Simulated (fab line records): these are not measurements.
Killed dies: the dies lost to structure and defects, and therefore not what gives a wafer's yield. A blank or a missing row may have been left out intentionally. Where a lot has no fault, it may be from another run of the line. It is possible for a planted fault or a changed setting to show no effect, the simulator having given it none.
Which tool was responsible? / flow nandHarc / 12 lots, 36 wafers sampled, at 3 steps of a route of 1159

WHAT EACH GAUGE READ, for each wafer
NHARC_P_ZERO_WELL_CD_MEAS_11: the cd target is 500 nm.
lot=L255; measured=day 1 13:20; on=cdSem-01; cdNm (nm)=498.2 497.0 497.6
lot=L256; measured=day 1 19:16; on=cdSem-03; cdNm (nm)=500.9 501.1 500.7
lot=L257; measured=day 2 01:07; on=cdSem-03; cdNm (nm)=500.1 501.0 503.1
lot=L258; measured=day 2 07:15; on=cdSem-01; cdNm (nm)=500.5 503.3 501.6
lot=L259; measured=day 2 13:14; on=cdSem-02; cdNm (nm)=500.4 500.6 500.8
lot=L267; measured=day 4 13:14; on=cdSem-02; cdNm (nm)=499.0 500.1 500.8
lot=L268; measured=day 4 19:14; on=cdSem-01; cdNm (nm)=500.0 500.2 502.3
lot=L271; measured=day 5 13:07; on=cdSem-03; cdNm (nm)=497.0 498.0 496.9
lot=L274; measured=day 6 07:14; on=cdSem-01; cdNm (nm)=497.7 497.5 497.3
lot=L275; measured=day 6 13:22; on=cdSem-03; cdNm (nm)=498.7 499.0 500.1
lot=L276; measured=day 6 19:25; on=cdSem-01; cdNm (nm)=500.3 500.5 500.3
lot=L277; measured=day 7 01:16; on=cdSem-03; cdNm (nm)=499.9 500.2 500.3

NHARC_P_ZERO_WELL_CD_MEAS_24: the cd target is 720 nm.
lot=L255; measured=day 1 14:41; on=cdSem-01; cdNm (nm)=719.3 718.1 719.2
lot=L256; measured=day 1 20:36; on=cdSem-01; cdNm (nm)=721.0 720.7 722.1
lot=L257; measured=day 2 02:20; on=cdSem-01; cdNm (nm)=721.2 720.7 721.9
lot=L258; measured=day 2 08:36; on=cdSem-02; cdNm (nm)=720.5 720.1 719.2
lot=L259; measured=day 2 14:35; on=cdSem-03; cdNm (nm)=763.2 761.8 761.8
lot=L267; measured=day 4 14:36; on=cdSem-01; cdNm (nm)=762.0 765.3 764.1
lot=L268; measured=day 4 20:34; on=cdSem-02; cdNm (nm)=718.5 718.4 719.3
lot=L271; measured=day 5 14:27; on=cdSem-03; cdNm (nm)=720.5 718.7 720.8
lot=L274; measured=day 6 08:35; on=cdSem-02; cdNm (nm)=720.7 722.4 721.6
lot=L275; measured=day 6 14:42; on=cdSem-03; cdNm (nm)=720.6 720.3 718.7
lot=L276; measured=day 6 20:46; on=cdSem-02; cdNm (nm)=719.2 718.7 716.8
lot=L277; measured=day 7 02:36; on=cdSem-03; cdNm (nm)=719.4 715.7 718.1

TOOL THAT RAN EACH LOT (tool first, then ch and the chambers of the sampled wafers, then the start)
lot=L255; NHARC_P_ZERO_WELL_EXPOSE_21=krfScanner-02 ch 0, day 1 14:32
lot=L256; NHARC_P_ZERO_WELL_EXPOSE_21=krfScanner-03 ch 0, day 1 20:27
lot=L257; NHARC_P_ZERO_WELL_EXPOSE_21=krfScanner-03 ch 0, day 2 02:11
lot=L258; NHARC_P_ZERO_WELL_EXPOSE_21=krfScanner-02 ch 0, day 2 08:26
lot=L259; NHARC_P_ZERO_WELL_EXPOSE_21=krfScanner-03 ch 0, day 2 14:26
lot=L267; NHARC_P_ZERO_WELL_EXPOSE_21=krfScanner-03 ch 0, day 4 14:26
lot=L268; NHARC_P_ZERO_WELL_EXPOSE_21=krfScanner-02 ch 0, day 4 20:25
lot=L271; NHARC_P_ZERO_WELL_EXPOSE_21=krfScanner-01 ch 0, day 5 14:18
lot=L274; NHARC_P_ZERO_WELL_EXPOSE_21=krfScanner-01 ch 0, day 6 08:26
lot=L275; NHARC_P_ZERO_WELL_EXPOSE_21=krfScanner-02 ch 0, day 6 14:33
lot=L276; NHARC_P_ZERO_WELL_EXPOSE_21=krfScanner-01 ch 0, day 6 20:37
lot=L277; NHARC_P_ZERO_WELL_EXPOSE_21=krfScanner-02 ch 0, day 7 02:26
- NHARC_P_ZERO_WELL_EXPOSE_21: exposes mask P NWELL, target cd 720 nm.

WHAT THE TOOLS THEMSELVES READ (means of the sampled wafers that have a number; where no wafer has one, the mark that the record gives instead)
NHARC_P_ZERO_WELL_EXPOSE_21.
lot=L255 tool=krfScanner-02 exposureDoseMJCm2=22.306
lot=L256 tool=krfScanner-03 exposureDoseMJCm2=22.318
lot=L257 tool=krfScanner-03 exposureDoseMJCm2=22.309
lot=L258 tool=krfScanner-02 exposureDoseMJCm2=22.317
lot=L259 tool=krfScanner-03 exposureDoseMJCm2=28.660
lot=L267 tool=krfScanner-03 exposureDoseMJCm2=28.661
lot=L268 tool=krfScanner-02 exposureDoseMJCm2=22.275
lot=L271 tool=krfScanner-01 exposureDoseMJCm2=22.289
lot=L274 tool=krfScanner-01 exposureDoseMJCm2=22.301
lot=L275 tool=krfScanner-02 exposureDoseMJCm2=22.282
lot=L276 tool=krfScanner-01 exposureDoseMJCm2=22.332
lot=L277 tool=krfScanner-02 exposureDoseMJCm2=22.306

THE ANSWER, worked out from the rows above alone
Rule: the usual values come from the lots themselves. The widest of any qualifying gaps counts: lots, ordered by their means at a reading, are off when they make up no more than a third of the lots, leave a main group of 4 or more, and stand apart from it by 3 or more times the standard deviation of that group's means. A main group is skipped when, at the precision printed for the reading in the tables above, its means are all equal. A lot without any number at a reading at which 4 lots or more have one is off too. Any other lot the step has rows for is counted as sound. The gauges are gone through in route order, then the tools' own readings, and for those a lot's mean is taken as printed above. At the first step where some lot is off, the reading lying furthest off is the one used; lots without a number count as furthest.
Off: L259, L267 (NHARC_P_ZERO_WELL_CD_MEAS_24, cdNm). For the main group the mean is 719.7 nm and the standard deviation 1.3.
If a tool, at a process step before that reading, ran all the lots that are off and no sound lot after the first of them, it fits. The gauges at NHARC_P_ZERO_WELL_CD_MEAS_24 aren't tried: what is off there is off at NHARC_P_ZERO_WELL_EXPOSE_21 too, on other tools, and a gauge's error can't cause that. One fits: NHARC_P_ZERO_WELL_EXPOSE_21 on krfScanner-03. A fault onset in the window from L257 (day 2 02:11, its last sound lot) to L259 (day 2 14:26, its first lot off) fits.
The tool's own readings at NHARC_P_ZERO_WELL_EXPOSE_21 bear it out: on the lots that are off they differ by more than 5 times the standard deviation of the sound lots' means. exposureDoseMJCm2 reads 28.660 there against 22.303 on the sound lots.

WHAT WAS PUT IN BY THE SIMULATOR
Process parameter drift: krfScanner-03, from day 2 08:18 on, at NHARC_P_ZERO_WELL_EXPOSE_21. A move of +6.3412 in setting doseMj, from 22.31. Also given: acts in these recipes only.
Lots struck among those shown: L259, L267. This agrees with what the rule above found.
